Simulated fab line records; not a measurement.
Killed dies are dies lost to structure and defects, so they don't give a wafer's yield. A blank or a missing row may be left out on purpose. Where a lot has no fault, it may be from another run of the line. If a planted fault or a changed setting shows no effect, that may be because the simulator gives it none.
fab line records | flow n5Finfet
[record] lots = 4 wafers = 12 lastDay = 18
route steps=1938 shown HKMG_FIN@436 GATE_CUT@465 BEOL_M4@1111 PASSIVATION@1936
lots with no fault: from the same line, run without faults
startH: start of the lot's first displayed wafer, in hours after the record's first day | waitH: hours from the lot's prior step to this one | " identical to the entry in the row above | L1.1+2: several wafers, shown together as one row | - value missing, or start not given | * or withheld: withheld | < > ~ a bound
route shown NAME@n: a module of which the file shows steps, and the number in the route of the first | usual: the fault-free wafers' mean and standard deviation | same: alike in all rows | chamber/n: place in a boat | sites: each site's reading | _std_site: standard deviation across them | _edge_site: mean of outer sites minus mean of inner sites | radiusMm: how far each site lies from the wafer's centre | mask NAME#n: copy n | behind: the most recent tool/chamber to have shaped the wafer | hold: reason for holding the lot/hours on hold/outcome of the hold | device: which transistor (n, p or np) failed to switch | end of line: at the end of the route, the tests of the same wafers | where a step has no rows: the recipe by itself | killed: the dies lost at the first sort to structure and to defects; this is not the yield of the wafer | map: the dies of a wafer, with x for killed, . for not killed, _ for no die there
set.NAME: the setting as run; set.NAME@STEP: as run at that earlier step | model.NAME: the simulator's own value behind a step, which no gauge read
certain route steps with their lots: each step a table, each wafer a row
services: when a tool's chamber went out of use (startH, in hours from the record's first day, below 0 if earlier), for how many hours, and the reason
[[steps]]
[step N5_HKMG_FIN_STRIP_33]
[recipe] chemistry = N2/H2 tempC = 40 n2FlowSccm = 200 h2FlowSccm = 200 rfFrequencyHz = 6e+07
[step N5_HKMG_FIN_STRIP_34]
[recipe] chemistry = CF4 resist = SiARC powerW = 300 biasPowerW = 75 pressureMtorr = 50 cf4FlowSccm = 150 rfFrequencyHz = 6e+07
[step N5_HKMG_FIN_ETCH_35]
[recipe] chemistry = N2/H2 target = SOC targetDepthA = 2158 ionEnergyEv = 65 biasW = 5 sourceW = 3000 timeS = 243.4 pressureMtorr = 30 n2FlowSccm = 200 h2FlowSccm = 200
[step N5_HKMG_FIN_STRIP_92]
[recipe] chemistry = N2/H2 material = SOC timeS = 20 powerW = 500 tempC = 40 pressureMtorr = 50 rfFrequencyHz = 6e+07 biasPowerW = 8 h2Frac = 0.5 n2FlowSccm = 300 h2FlowSccm = 300
[step N5_HKMG_FIN_WET_ETCH_18]
[recipe] chemistry = SC1 target = TiN mix = 1:1:5 tempC = * timeS = 55 targetDepthNm = 5.2 dry = ipaMarangoni rinseTimeS = 30 rinseTempC = 23
[step N5_HKMG_FIN_STRIP_19]
[recipe] chemistry = N2/H2 powerW = 2500 tempC = 300 h2Frac = 0.65 timeS = 360 pressureMtorr = withheld n2FlowSccm = 1750 h2FlowSccm = 3250
[step N5_HKMG_FIN_ALD_91]
[recipe] material = TiN targetThkA = 10 tempC = 400 aldPrecursorFamily = TiCl4 aldCoReactant = NH3 pulseTimeS = 1 purgeTimeS = 3 coReactantPurgeTimeS = 2 coReactantPulseTimeS = 2 aldCycles = 47 pressureTorr = 3
[step N5_HKMG_FIN_COAT_85]
[recipe] resist = SOC tempC = 250 timeS = 60 spinRpm = 1500 resistThkNm = 300
[step N5_HKMG_FIN_ETCH_86]
[recipe] chemistry = N2/H2 target = SOC targetDepthA = 3932 stopOn = TiN ionEnergyEv = 100 biasW = 61 pressureMtorr = 30 sourceW = 850 n2FlowSccm = 200 h2FlowSccm = 200
[step N5_HKMG_FIN_STRIP_89]
[recipe] chemistry = N2/H2 material = SOC timeS = 20 powerW = 500 tempC = 40 pressureMtorr = 50 rfFrequencyHz = 6e+07 biasPowerW = 8 h2Frac = 0.5 n2FlowSccm = 300 h2FlowSccm = 300
[step N5_HKMG_FIN_WET_ETCH_87]
[recipe] chemistry = SC1 target = TiN mix = 1:2:40 tempC = 50 timeS = 154.2 targetDepthNm = 4.7 dry = ipaMarangoni rinseTimeS = 30 rinseTempC = 23
[step N5_HKMG_FIN_STRIP_88]
[recipe] chemistry = N2/H2 powerW = 2500 tempC = 300 h2Frac = 0.65 timeS = 360 pressureMtorr = withheld n2FlowSccm = 1750 h2FlowSccm = 3250
[step N5_HKMG_FIN_NWFM_ALD_20]
[recipe] material = TiAlC targetThkA = 20 tempC = 300 aldPrecursorFamily = TiCl4 aldCoReactant = TEA pulseTimeS = 3 purgeTimeS = 2 coReactantPurgeTimeS = 2 coReactantPulseTimeS = 10 aldCycles = 7 pressureTorr = 3
[usual] aldCycles = 7/0 heaterPowerW = 493/42 precursorPulseHeightRel = 0.997/0.023
// columns lot.wafer tool chamber startH waitH aldCycles heaterPowerW precursorPulseHeightRel model.TiAlC_of_HKMG_FIN_NWFM_ALD_20.thkNm
L747.2 aldMetal-01 0 110.01 0.3 7 562 0.996 2
L747.3 " 3 " " 7 416 0.979 2
L747.5 " 2 " " 7 515 1.024 2
L762.2 aldMetal-01 1 197.55 0.3 5 467 0.957 1.4
L762.5 " 0 " " 7 565 0.986 2
L762.6 " 3 " " 5 430 1.025 1.4
L764.1 aldMetal-01 1 210.91 0.3 5 455 1.028 1.4
L764.2 " 0 " " 5 548 0.988 1.4
L764.6 " 2 " " 5 493 0.975 1.4
L765.1 aldMetal-02 3 221.05 0.4 7 437 1.021 2
L765.5 " 0 " " 7 437 0.962 2
L765.6 " 1 " " 7 476 1.017 2
[step N5_HKMG_FIN_ALD_71]
[recipe] material = TiN targetThkA = 10 tempC = 400 aldPrecursorFamily = TiCl4 aldCoReactant = NH3 pulseTimeS = 1 purgeTimeS = 3 coReactantPurgeTimeS = 2 coReactantPulseTimeS = 2 aldCycles = 47 pressureTorr = 3
[step N5_HKMG_FIN_COAT_66]
[recipe] resist = SOC tempC = 250 timeS = 60 spinRpm = 1500 resistThkNm = 300
[step N5_HKMG_FIN_ETCH_67]
[recipe] chemistry = N2/H2 target = SOC targetDepthA = 3889 stopOn = TiN ionEnergyEv = 100 biasW = 61 pressureMtorr = 30 sourceW = 850 n2FlowSccm = 200 h2FlowSccm = 200
[step N5_HKMG_FIN_STRIP_90]
[recipe] chemistry = N2/H2 material = SOC timeS = 20 powerW = 500 tempC = 40 pressureMtorr = 50 rfFrequencyHz = 6e+07 biasPowerW = 8 h2Frac = 0.5 n2FlowSccm = 300 h2FlowSccm = 300
[step N5_HKMG_FIN_WET_ETCH_73]
[recipe] chemistry = SC1 mix = 1:2:40 tempC = 50 timeS = 42.3 targetDepthNm = 1.3 dry = ipaMarangoni rinseTimeS = 30 rinseTempC = 23
[step N5_HKMG_FIN_ETCHBACK_68]
[recipe] chemistry = Cl2/Ar stopOn = HfO2 targetDepthA = 5 pressureMtorr = 10 icpW = 600 biasW = 60 Cl2_flow_sccm = 40 Ar_flow_sccm = 60
[step N5_HKMG_FIN_STRIP_69]
[recipe] chemistry = N2/H2 powerW = 2500 tempC = 300 h2Frac = 0.65 timeS = 360 pressureMtorr = withheld n2FlowSccm = 1750 h2FlowSccm = 3250
[step N5_HKMG_FIN_ALD_21]
[recipe] material = TiN targetThkA = 15 tempC = 400 aldPrecursorFamily = TiCl4 aldCoReactant = NH3 pulseTimeS = 1 purgeTimeS = 3 coReactantPurgeTimeS = 2 coReactantPulseTimeS = 2 aldCycles = 68 pressureTorr = 3
[step N5_HKMG_FIN_ALD_72]
[recipe] material = W targetThkA = 20 tempC = 300 pressureTorr = 7.5 aldPrecursorFamily = WF6 aldCoReactant = B2H6 pulseTimeS = 1 purgeTimeS = 2 coReactantPurgeTimeS = 2 coReactantPulseTimeS = 3 aldCycles = 7
[step N5_HKMG_FIN_W_FILL_22]
[recipe] material = W targetThkA = 600 tempC = 400 pressureTorr = 39.4 timeS = 18.2
[step N5_HKMG_FIN_PRECLEAN_83]
[recipe] chemistry = DIW timeS = 57.5 tempC = 23
[step N5_HKMG_FIN_SRD_84]
[recipe] dryTimeS = 32 dry = n2Spin spinRpm = 1500
[step N5_HKMG_FIN_CMP_23]
[recipe] stopOn = SiNx tOverpolishS = 10 postCmpClean = rinseOnly downForcePsi = 4 platenRpm = 50.289 padVelocityMS = 1.0006 targetThkNm = 46.326
[step N5_HKMG_FIN_CMP_94]
[recipe] stopOn = SiNx postCmpClean = wDiluteNh4oh tOverpolishS = 4.7 downForcePsi = 4 platenRpm = 50.289 padVelocityMS = 1.0006 targetThkNm = 43.299
[step N5_GATE_CUT_ETCHBACK_00]
[recipe] chemistry = SF6/Cl2 target = W pressureMtorr = 8 icpW = 900 biasW = 80 SF6_flow_sccm = 40 Cl2_flow_sccm = 60
[step N5_GATE_CUT_ETCH_56]
[recipe] chemistry = Cl2/Ar target = TiN targetDepthA = 216 pressureMtorr = 10 icpW = 600 biasW = 60 Cl2_flow_sccm = 40 Ar_flow_sccm = 60
[step N5_GATE_CUT_ETCHBACK_30]
[recipe] chemistry = Cl2/Ar target = TiN targetDepthA = 30 mode = isotropic pressureMtorr = 10 icpW = 600 biasW = 60 Cl2_flow_sccm = 40 Ar_flow_sccm = 60
[step N5_GATE_CUT_VAPOR_ETCH_60]
[recipe] chemistry = BCl3/Cl2 target = HfO2 mode = isotropic
[step N5_GATE_CUT_ETCH_58]
[recipe] chemistry = CH3F/O2 target = SiNx targetDepthA = 170 timeS = 128.6 ionEnergyEv = 50 pressureMtorr = 30 sourceW = 415 biasW = 21 Ar_flow_sccm = 150 CH3F_flow_sccm = 30 O2_flow_sccm = 20
[step N5_GATE_CUT_STRIP_59]
[recipe] chemistry = N2/H2 timeS = 20 powerW = 100 tempC = 40 pressureMtorr = 100 rfFrequencyHz = 6e+07 biasPowerW = 3 n2FlowSccm = 300 h2FlowSccm = 300
[step N5_GATE_CUT_PRECLEAN_31]
[recipe] tempC = 23 chemistry = DIW timeS = 300
[step N5_GATE_CUT_SRD_32]
[recipe] timeS = 30 tempC = 23 rinseLiquid = diw dry = ipaMarangoni
[step N5_GATE_CUT_SAC_CAP_01]
[recipe] material = SiNx targetThkA = 240 tempC = 400 aldPrecursorFamily = SiH2I2 aldCoReactant = N2/H2-plasma pulseTimeS = 1 aldCycles = 480 purgeTimeS = 2 coReactantPurgeTimeS = 2 pressureTorr = 2
[step N5_GATE_CUT_PECVD_57]
[recipe] material = SiNx targetThkA = 210 tempC = 400 precursor = SiH4/NH3/N2 pressureTorr = 1.5 rfW = 300
[step N5_GATE_CUT_CMP_02]
[recipe] stopOn = SiO2 tOverpolishS = 12.7 postCmpClean = alkalineBrush downForcePsi = 2.5 platenRpm = 51.8 padVelocityMS = 1.0307 targetThkNm = 0
[step N5_GATE_CUT_HM_DEP_46]
[recipe] material = SiO2 targetThkA = 1300 tempC = 400 precursor = TEOS/O2 pressureTorr = 6.5 rfW = 900 teosFlowSccm = 161.4 gas = O2 flowSccm = 2650 timeS = 26.6
[step N5_BEOL_M4_RC_MEAS_101]
[usual] DIBL_N = 35.9/1.4 DIBL_P = 35.9/1.7 IOFF_N = 0.155/0.023 IOFF_N_85C = 3.1/0.38 IOFF_N_LIN = 0.072/0.009 IOFF_N_LONG = 5.51e-05/2e-06 IOFF_P = 0.201/0.029 IOFF_P_85C = 3.5/0.43 IOFF_P_LIN = 0.096/0.011 IOFF_P_LONG = 0.000103/7.6e-06 ION_N = 672/8.8 ION_P = 460/7 SS_N = 71.6/0.48 SS_P = 73.1/0.64 VT_N = 250.0/3 VT_N_LONG = 275.0/1.7 VT_N_LVT = 98.6/2.6 VT_P = -251.6/3 VT_P_LONG = -276.5/3 VT_P_LVT = -99.6/2.3
// columns lot.wafer tool chamber startH waitH DIBL_N[mV/V] DIBL_P[mV/V] IOFF_N[nA/um] IOFF_N_85C[nA/um] IOFF_N_LIN[nA/um] IOFF_N_LONG[nA/um] IOFF_P[nA/um] IOFF_P_85C[nA/um] IOFF_P_LIN[nA/um] IOFF_P_LONG[nA/um] ION_N[uA/um] ION_P[uA/um] SS_N[mV/dec] SS_P[mV/dec] VT_N[mV] VT_N_LONG[mV] VT_N_LVT[mV] VT_P[mV] VT_P_LONG[mV] VT_P_LVT[mV]
L747.2 prober-01 0 192.04 0.2 36.7 38.5 0.181 3.4 0.080 5.32e-05 0.222 3.8 0.098 9.5e-05 680 459 72.2 73.5 249.0 276.5 99.6 -252.3 -277.3 -99.7
L747.3 " 0 " " 36.0 37.7 0.166 3.2 0.075 5.27e-05 0.207 3.7 0.097 0.000102 674 463 71.6 73.1 250.0 277.6 100.6 -253.5 -280.8 -102.2
L747.5 " 0 " " 36.0 37.6 0.165 3.2 0.076 5.32e-05 0.207 3.6 0.095 9.6e-05 676 461 71.5 74.0 248.4 275.7 99.3 -251.6 -280.0 -101.0
L762.2 prober-02 0 286.63 0.2 38.0 37.5 0.030 0.8 0.014 2.42e-05 0.344 5.5 0.159 0.000152 569 480 72.0 73.7 299.5 327.4 147.2 -237.6 -263.7 -88.2
L762.5 " 0 " " 38.5 38.4 0.196 3.7 0.088 5.56e-05 0.239 4.0 0.107 0.000101 697 472 71.5 74.1 246.2 275.8 96.6 -251.4 -277.0 -99.6
L762.6 " 0 " " 38.2 38.5 0.032 0.8 0.015 2.35e-05 0.378 6.1 0.171 0.000153 576 483 72.3 72.9 297.0 326.5 146.3 -236.4 -264.9 -86.1
L764.1 prober-01 0 305.76 0.2 36.1 34.9 0.026 0.7 0.011 2.49e-05 0.280 4.7 0.137 0.000143 560 472 71.7 73.5 298.8 322.9 149.4 -242.0 -265.8 -88.6
L764.2 " 0 " " 34.4 33.7 0.021 0.6 0.010 2.39e-05 0.257 4.4 0.132 0.000149 557 476 71.0 73.4 303.6 322.4 152.4 -242.2 -262.7 -89.5
L764.6 " 0 " " 35.7 35.3 0.024 0.6 0.011 2.42e-05 0.291 4.8 0.139 0.000147 554 471 71.7 73.2 301.2 327.1 149.9 -240.3 -265.1 -88.1
L765.1 prober-02 0 311.49 0.0 34.9 34.0 0.134 2.7 0.064 5.39e-05 0.199 3.4 0.098 0.000109 669 469 71.5 72.6 254.6 274.5 102.5 -251.2 -275.2 -99.9
L765.5 " 0 " " 35.8 34.6 0.145 2.9 0.068 5.42e-05 0.206 3.5 0.100 0.000108 670 463 72.1 73.7 249.8 272.6 104.0 -252.6 -275.3 -99.7
L765.6 " 0 " " 35.1 34.6 0.141 2.9 0.067 5.43e-05 0.203 3.5 0.099 0.000105 667 459 71.2 72.7 251.0 275.1 101.6 -249.2 -272.2 -100.1
[step N5_PASSIVATION_PROBE_49]
[usual] defectLimitedYield = 91.7/1.5 killed_at_M0_to_M3 = 30/8.6 killed_at_M4_up = 12/4.5 killedAtContacts = 13/5.8 killedAtFrontEnd = 38/11 killedAtOther = 4/3 killedDies = 97/17 killedOpen = 63/12 killedShort = 32/8.8 sort_bin_4_leakage = 0/0 sort_bin_5_function = 4.8/0.91 sort_bin_6_memory = 3.1/0.68 sort_bin_8_speed = 0/0 sortNPass = 1083/17 sortYieldPct = 91.7/1.5
[same] grossDies = 1180 killedAtBackSide = 0
// columns lot.wafer tool chamber startH waitH defectLimitedYield[%] killed_at_M0_to_M3 killed_at_M4_up killedAtContacts killedAtFrontEnd killedAtOther killedDies killedOpen killedShort sort_bin_4_leakage[%] sort_bin_5_function[%] sort_bin_6_memory[%] sort_bin_8_speed[%] sortNPass sortYieldPct[%]
L747.2 prober-01 - 298.30 0.1 91.7 29 11 14 37 7 98 63 32 0 4.8 3.1 0 1082 91.7
L747.3 prober-01 - 298.35 0.1 88.8 46 18 17 42 9 132 85 47 0 5.8 4.5 0 1048 88.8
L747.5 prober-01 - 298.45 0.2 91.9 26 3 10 51 6 96 54 41 0 4.6 3.4 0 1084 91.9
L762.2 prober-01 - 399.23 0.1 91.6 43 11 12 30 3 99 58 35 0 4.5 3.7 91.61 0 0
L762.5 prober-01 - 399.38 0.2 91.9 27 17 15 31 5 95 63 29 0 5.0 2.7 0 1085 91.9
L762.6 prober-01 - 399.43 0.3 93.1 15 16 10 40 1 82 49 30 0.59 4.1 2.8 92.46 0 0
L764.1 prober-01 - 415.81 0.0 93.2 31 9 9 31 0 80 52 25 0 4.1 2.4 93.22 0 0
L764.2 prober-01 - 415.86 0.1 91.9 28 14 12 40 2 96 65 30 0 4.7 3.1 91.86 0 0
L764.6 prober-01 - 416.06 0.3 93.3 20 8 16 30 5 79 48 27 0 4.0 2.1 93.31 0 0
L765.1 prober-02 - 421.81 0.0 92.4 36 6 19 27 2 90 57 31 0 4.9 2.5 0 1090 92.4
L765.5 prober-02 - 422.01 0.2 91.8 31 6 32 22 6 97 58 36 0 4.4 3.6 0 1083 91.8
L765.6 prober-02 - 422.06 0.3 92.0 35 7 18 31 3 94 57 32 0 4.7 2.9 0 1086 92.0
// killed by level:class
L747.2 MOL_CONTACT_COAG:geometricParticle:open=10 BEOL_M0_SAQP:geometricParticle:short=8 FIN_SAQP:geometricParticle:open=6 FIN_SAQP:geometricParticle:short=6 DUMMY_GATE:geometricParticle:open=6 BEOL_M0_SAQP:geometricParticle:open=6 BEOL_M0:geometricParticle:open=6 BEOL_M2:geometricParticle:open=5
L747.3 MOL_CONTACT_COAG:geometricParticle:open=13 FIN_SAQP:geometricParticle:short=12 BEOL_M0_SAQP:geometricParticle:open=11 FIN_SAQP:geometricParticle:open=10 BEOL_M1:geometricParticle:open=9 STI_FIN_REVEAL:geometricParticle:open=7 BEOL_M0_SAQP:geometricParticle:short=7 BEOL_M4:geometricParticle:open=6
L747.5 FIN_SAQP:geometricParticle:short=17 BEOL_M0_SAQP:geometricParticle:open=8 MOL_CONTACT_COAG:geometricParticle:open=8 FIN_SAQP:geometricParticle:open=7 STI_FIN_REVEAL:geometricParticle:open=6 GATE_CUT:geometricParticle:short=6 BEOL_M3:geometricParticle:open=4 STARTING-WAFER:geometricParticle:short=4
L762.2 BEOL_M0_SAQP:geometricParticle:short=15 BEOL_M0_SAQP:geometricParticle:open=12 MOL_CONTACT_COAG:geometricParticle:open=8 STI_FIN_REVEAL:geometricParticle:open=5 DUMMY_GATE:geometricParticle:open=5 BEOL_M3:geometricParticle:open=4 BEOL_M2:geometricParticle:open=4 DUMMY_GATE:geometricParticle:short=3
L762.5 STI_FIN_REVEAL:geometricParticle:open=11 MOL_CONTACT_COAG:geometricParticle:open=11 BEOL_M4:geometricParticle:open=8 ILD0:geometricParticle:short=6 BEOL_M0_SAQP:geometricParticle:short=6 BEOL_M2:geometricParticle:open=6 BEOL_M0_SAQP:geometricParticle:open=5 ILD0:geometricParticle:open=4
L762.6 ILD0:geometricParticle:short=7 FIN_SAQP:geometricParticle:short=6 DUMMY_GATE:geometricParticle:open=6 ILD0:geometricParticle:open=6 MOL_CONTACT_COAG:geometricParticle:open=6 BEOL_M4:geometricParticle:open=6 BEOL_M0_SAQP:geometricParticle:open=5 STI_FIN_REVEAL:geometricParticle:open=4
L764.1 BEOL_M3:geometricParticle:open=8 BEOL_M0_SAQP:geometricParticle:short=6 BEOL_M1:geometricParticle:open=6 FIN_SAQP:geometricParticle:short=5 BEOL_M0_SAQP:geometricParticle:open=5 STI_FIN_REVEAL:geometricParticle:open=5 MOL_CONTACT_COAG:geometricParticle:open=5 DUMMY_GATE:geometricParticle:open=4
L764.2 STI_FIN_REVEAL:geometricParticle:open=11 MOL_CONTACT_COAG:geometricParticle:open=9 BEOL_M1:geometricParticle:open=8 BEOL_M0_SAQP:geometricParticle:open=7 BEOL_M4:geometricParticle:open=7 FIN_SAQP:geometricParticle:open=6 FIN_SAQP:geometricParticle:short=6 BEOL_M0_SAQP:geometricParticle:short=5
L764.6 MOL_CONTACT_COAG:geometricParticle:open=10 FIN_SAQP:geometricParticle:short=6 STI_FIN_REVEAL:geometricParticle:open=6 MOL_CONTACT_COAG:geometricParticle:short=6 BEOL_M3:geometricParticle:open=5 BEOL_M0_SAQP:geometricParticle:short=4 BEOL_M1:geometricParticle:open=4 BEOL_M5:geometricParticle:open=4
L765.1 MOL_CONTACT_COAG:geometricParticle:open=14 BEOL_M0_SAQP:geometricParticle:open=11 BEOL_M0_SAQP:geometricParticle:short=10 FIN_SAQP:geometricParticle:open=9 FIN_SAQP:geometricParticle:short=6 BEOL_M2:geometricParticle:open=6 BEOL_M1:geometricParticle:open=5 MOL_CONTACT_COAG:geometricParticle:short=5
L765.5 MOL_CONTACT_COAG:geometricParticle:open=27 BEOL_M1:geometricParticle:open=8 BEOL_M0_SAQP:geometricParticle:open=7 BEOL_M0_SAQP:geometricParticle:short=7 GATE_CUT:geometricParticle:short=5 MOL_CONTACT_COAG:geometricParticle:short=5 FIN_SAQP:geometricParticle:short=4 BEOL_M3:geometricParticle:open=4
L765.6 MOL_CONTACT_COAG:geometricParticle:open=15 BEOL_M0_SAQP:geometricParticle:short=14 BEOL_M1:geometricParticle:open=8 STI_FIN_REVEAL:geometricParticle:open=7 STARTING-WAFER:geometricParticle:short=6 BEOL_M0_SAQP:geometricParticle:open=5 BEOL_M2:geometricParticle:open=4 FIN_SAQP:geometricParticle:short=3
// map L762.2 (x killed, . not)
_________________...x......x.________________
______________........x........._____________
___________.....................x..__________
__________.........x.......x...x...._________
________.........x..................xx_______
_______..xx....x...........x...........______
______x...x....................x......x._____
_____..x..x.....x.x..................xx..____
____........x....x..........x...........x.___
___....x..x....x.......................x...__
___..................x.xx..................__
__...x....x......x..........x......x....x..._
__.........................................._
_.............x.........x..................x.
_............................x...............
_......x.....................xx.x.......x....
_.........................x..................
_...x........x.......x......x..x....x.x...x..
_........................x........x..........
_...............x.....xx.....................
_................x........x.x.....x..........
__xx.....x...........x.....x................_
__........x......xx..x......................_
___.............................x......x...__
___...x.........x..........................__
____.....................x.......x........___
_____...........x................x.......____
______.............x...xx.x....x......x._____
_______................................______
________.....xx..................x...._______
__________.........................._________
___________..x.....................__________
______________.x.........xx....x_____________
_________________............________________
// map L764.2 (x killed, . not)
_________________.xx....xxx..________________
______________x............x...._____________
___________x..................x....__________
__________.......................x.._________
________.........x..x...x.......x....._______
_______x.....x...x........x............______
______..x.....................x........._____
_____........................x...........____
____.x...........xx.............x.........___
___.....x..........x............x...x......__
___..........x..............x..............__
__..............x.......x..................._
__.....x.....................xx............._
_...........................x................
_...x..........x.............x........x......
_...................................x........
_.x.........................................x
_..............x..xxx..........xx............
_..............x..x.....x.....x..............
_..........................x.....x...........
_............................................
__.........x.x.x........x....x.............._
__...x...............................x......_
___x...x................................xxx__
___..........x............x....x........x..__
____...........x...............x..........___
_____....x.........x...xxx............xx.____
______........................x........._____
_______..x....x.....x......xx..x.......______
________x...............x..xx........._______
__________...xx....................._________
___________...x....................__________
______________......x..........._____________
_________________............________________
[[services]]
// columns tool chamber startH hours kind
aldMetal-01 1 86.22 26.2 repair
aldMetal-02 - 95.23 1.3 repair
aldMetal-01 - 143.31 0.9 repair
aldMetal-01 - 184.87 0.9 repair
[[key]]
[firstSign] step = N5_HKMG_FIN_NWFM_ALD_20 reading = aldCycles direction = down sigmas = 99+ usual = * struck = *
[effect] step = N5_BEOL_M4_RC_MEAS_101 reading = VT_N_LONG direction = up sigmas = 30 usual = 275.0 struck = 325.3
[effect] step = N5_BEOL_M4_RC_MEAS_101 reading = VT_N_LVT direction = up sigmas = 19 usual = 98.6 struck = 149.1
[effect] step = N5_BEOL_M4_RC_MEAS_101 reading = VT_N direction = up sigmas = 17 usual = 250.0 struck = 300.0
[effect] step = N5_BEOL_M4_RC_MEAS_101 reading = IOFF_N_LONG direction = down sigmas = 16 usual = 5.51e-05 struck = 2.42e-05
[effect] step = N5_BEOL_M4_RC_MEAS_101 reading = ION_N direction = down sigmas = 12 usual = 672 struck = 563
[effect] step = N5_BEOL_M4_RC_MEAS_101 reading = IOFF_N_LIN direction = down sigmas = 6.6 usual = 0.072 struck = 0.012
[effect] step = N5_BEOL_M4_RC_MEAS_101 reading = IOFF_N_85C direction = down sigmas = 6.1 usual = 3.1 struck = 0.7
[effect] step = N5_BEOL_M4_RC_MEAS_101 reading = IOFF_P_LONG direction = up sigmas = 6.1 usual = 0.000103 struck = 0.000149
[effect] step = N5_BEOL_M4_RC_MEAS_101 reading = IOFF_N direction = down sigmas = 5.5 usual = 0.155 struck = 0.027
[effect] step = N5_BEOL_M4_RC_MEAS_101 reading = VT_P_LVT direction = up sigmas = 5 usual = -99.6 struck = -88.1
[effect] step = N5_BEOL_M4_RC_MEAS_101 reading = IOFF_P_LIN direction = up sigmas = 4.7 usual = 0.096 struck = 0.148
[effect] step = N5_BEOL_M4_RC_MEAS_101 reading = VT_P_LONG direction = up sigmas = 4 usual = -276.5 struck = -264.4
[effect] step = N5_PASSIVATION_PROBE_49 reading = sort_bin_8_speed direction = up sigmas = 99+ usual = 0 struck = 92.49
[modelEffect] step = N5_HKMG_FIN_NWFM_ALD_20 value = TiAlC_of_HKMG_FIN_NWFM_ALD_20.thkNm without = 2 struck = 1.4
metAt N5_HKMG_FIN_NWFM_ALD_20
struckWafers L762.2,L762.6,L764.1,L764.2,L764.6
onsetBetween 110.01 197.55
[fault] kind = processParameterDrift tool = aldMetal-01 chamber = - onsetH = 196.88 steps = N5_HKMG_FIN_NWFM_ALD_20 channel = aldCycles offset = * shape = step endH = 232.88 scope = struckWafersOnly actsIn = * stated = *
